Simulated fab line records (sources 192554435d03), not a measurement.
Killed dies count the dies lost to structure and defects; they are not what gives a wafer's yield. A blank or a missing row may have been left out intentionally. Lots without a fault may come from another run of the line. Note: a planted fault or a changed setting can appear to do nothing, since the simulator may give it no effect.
A lot that was struck, set against a sound lot || flow n5 finfet || 40 steps out of a route of 1938
Sound: the wafers L373.3, L373.4, L373.6. The struck wafers were L367.3, L367.5, L367.6. The cause comes at the end.
At each step with rows: each side's tool, then ch and its chambers, then its first start. Under that, the readings that differ: sound wafers || struck wafers || difference of the means || sigmas: that difference in standard deviations of wafers without a fault.
alike: readings with means less than 2 such deviations apart, plus words and numbers identical on both sides. not compared: withheld readings, readings lacking a value on some wafer, bounds such as >300 that could conceal the same value, and numbers that have no deviation in the record and whose values overlap.
Wherever a step has rows on one side only, a row that says differs or no value, or a row with sigmas, the two part there. Numbers that have no deviation but don't overlap get no sigmas and don't part them. A reading missing from all wafers of one side parts the sides only when that side holds two or more wafers.

first, 10 steps without rows for these wafers: N5_SD_EPI_N_DESCUM_14 (chemistry O2, time 7.9 s); N5_SD_EPI_N_ETCH_34 (etches SiARC in CF4, target depth 45.5 nm, time 75.8 s); N5_SD_EPI_N_ETCH_35 (etches SOC in N2/H2, overetch 108 nm, time 486 s); N5_SD_EPI_N_STRIP_36 (strips in N2/H2); N5_SD_EPI_N_ETCHBACK_44 (etches SiNx in CH3F/O2, stops on SiO2, target depth 14.5 nm); N5_SD_EPI_N_ETCH_45 (etches SiOCN in CH3F/O2, target depth 6 nm); N5_SD_EPI_N_ETCH_16 (etches SiO2 in CHF3/O2, target depth 5 nm); N5_SD_EPI_N_STRIP_47 (strips in CHF3/O2); N5_SD_EPI_N_SD_RECESS_17 (chemistry HBr/Cl2/O2, target depth 41 nm, time 23.7 s, bt time 3 s); N5_SD_EPI_N_STRIP_38 (strips in N2/H2).
N5_SD_EPI_N_WET_ETCH_43: etches SiO2 in dHF, time 14 s, target depth 1.5 nm.
  sound on wet bench-04 ch 0,1,2, day 8 02:11; struck on wet bench-03 ch 0,1,6, day 6 13:50
then, 9 steps without rows for these wafers: N5_SD_EPI_N_STRIP_18 (strips in SPM, time 750 s); N5_SD_EPI_N_SRD_20 (time 30 s); N5_SD_EPI_N_PRECLEAN_48 (cleans in NF3:NH3, afs cycles 2, time 20 s, sublimation time 60 s); N5_SD_EPI_N_VAPOR_ETCH_50 (etches Si in HCl, time 54 s); N5_SD_EPI_N_EPI_21 (deposits Si:P, time 690 s); N5_SD_EPI_N_PRECLEAN_24 (cleans in O3/DIW, time 60 s); N5_SD_EPI_N_SRD_25 (time 30 s); N5_SD_EPI_N_PRECLEAN_49 (cleans in NF3:NH3, afs cycles 1, time 20 s, sublimation time 60 s); N5_SD_EPI_N_LINER_46 (material SiNx, target thk 3 nm).
N5_SD_EPI_N_INSPECT_26: inspects for defects (darkfield).
  struck on defect inspect-02, day 6 19:02; sound on defect inspect-02, day 8 06:28
{"reading": "raw defect count", "sound": "197 208 228", "struck": "1619 1533 1640", "difference": "+1386", "sigmas": "+32"}
then, 8 steps without rows for these wafers: N5_SD_EPI_P_COAT_34 (time 60 s, resist thk 350 nm); N5_SD_EPI_P_COAT_35 (time 60 s, resist thk 35 nm); N5_SD_EPI_P_COAT_03 (resist thk 150 nm); N5_SD_EPI_P_EBR_05; N5_SD_EPI_P_SOFTBAKE_04 (time 60 s); N5_SD_EPI_P_EXPOSE_06 (exposes mask SD P BLK, target cd 240 nm); N5_SD_EPI_P_PEB_07 (peb time 60 s); N5_SD_EPI_P_DEVELOP_08 (develop time 30 s).
N5_SD_EPI_P_INSPECT_11: inspects for defects (macro).
  struck on defect inspect-02, day 6 19:22; sound on defect inspect-02, day 8 06:47
{"reading": "raw defect count", "sound": "4 0 0", "struck": ">300 >300 >300", "difference": "differs", "sigmas": ""}
then, 7 steps without rows for these wafers: N5_SD_EPI_P_DESCUM_14 (chemistry O2, time 7.9 s); N5_SD_EPI_P_ETCH_36 (etches SiARC in CF4, target depth 45.5 nm, time 75.8 s); N5_SD_EPI_P_ETCH_37 (etches SOC in N2/H2, overetch 108 nm, time 486 s); N5_SD_EPI_P_STRIP_38 (strips in N2/H2); N5_SD_EPI_P_ETCHBACK_46 (etches SiNx in CH3F/O2, stops on SiO2, target depth 17.5 nm); N5_SD_EPI_P_ETCH_47 (etches SiOCN in CH3F/O2, target depth 25 nm); N5_SD_EPI_P_ETCH_16 (etches SiO2 in CHF3/O2, target depth 5 nm).
N5_SD_EPI_P_INSPECT_26: inspects for defects (darkfield).
  struck on defect inspect-01, day 6 23:08; sound on defect inspect-02, day 8 11:23
{"reading": "raw defect count", "sound": "212 208 271", "struck": "1596 1532 1598", "difference": "+1345", "sigmas": "+34"}
-- a jump in the record: the struck wafers' starts before and after are 6 days apart (it breaks off in module SD_EPI_P and resumes in module BEOL_M4, where the first step shown is number 1111 of the route) --
N5_BEOL_M4_RC_MEAS_101:
  sound on prober-01 ch 0, day 14 14:41; struck on prober-01 ch 0, day 12 13:41
  alike: DIBL_N, DIBL_P, IOFF_N, IOFF_P, ION_N, ION_P, SS_N, SS_P, VT_N, VT_P
-- here the record skips 5 days between the struck wafers' starts before and after, leaving off in module BEOL_M4 and picking up in module PASSIVATION (first step shown: number 1936 of the route) --
N5_PASSIVATION_PROBE_49:
  the record has rows for the struck wafers here (prober-01, day 17 08:19) and none for the sound ones

== WHERE THEY PART ==
Earliest at N5_SD_EPI_N_INSPECT_26; latest, in this record, at N5_PASSIVATION_PROBE_49.

WHY: whatever the simulator had introduced
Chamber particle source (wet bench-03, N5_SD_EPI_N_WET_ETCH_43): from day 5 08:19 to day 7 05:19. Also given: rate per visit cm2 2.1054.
